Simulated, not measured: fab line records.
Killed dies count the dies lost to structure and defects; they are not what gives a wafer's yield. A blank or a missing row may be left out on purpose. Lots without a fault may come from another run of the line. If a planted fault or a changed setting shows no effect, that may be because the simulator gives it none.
Matching of chambers | flow nand_harc | 4 sister chambers for NHARC_A_CONTACT_DESCUM_13 on rie_diel-05
The step chemistry O2, time 3 s. 4 wafers are shown with their chamber, then 9 later ones without.

## WAFERS, EACH WITH ITS CHAMBER
wafer  | chamber | showerhead_plenum_p_Torr (Torr)
L210.5 | 3       | 1.84
L223.2 | 0       | 1.86
L223.3 | 2       | 1.90
L223.5 | 1       | 2.00

## WAFERS MISSING THEIR CHAMBER
wafer  | showerhead_plenum_p_Torr (Torr)
L224.3 | 1.83
L224.4 | 2.00
L224.5 | 1.83
L225.1 | 1.86
L225.3 | 1.90
L225.5 | 1.86
L226.2 | 1.86
L226.4 | 2.00
L226.6 | 1.83

## EACH ONE'S CHAMBER
wafer  | from the rows above | in truth
L224.3 | 3                   | 3
L224.4 | 1                   | 1
L224.5 | 3                   | 3
L225.1 | 0                   | 0
L225.3 | 2                   | 2
L225.5 | 0                   | 0
L226.2 | 0                   | 0
L226.4 | 1                   | 1
L226.6 | 3                   | 3
Correct placement for 9 of the 9. Number that these rows cannot place: 0. Placed wrongly: 0.
How it was worked out, from the rows above alone: a wafer's distance from a chamber is the root of the sum, over the readings, of the square of ((its reading less the chamber's mean) divided by the reading's scatter). The wafer belongs to the nearest chamber; if the next one is less than 2 further off, it can't be placed. The mean given for a chamber averages the wafers shown for that chamber. The scatter: root of mean squared gap, hidden wafer to nearest shown wafer, with one shown wafer a chamber.
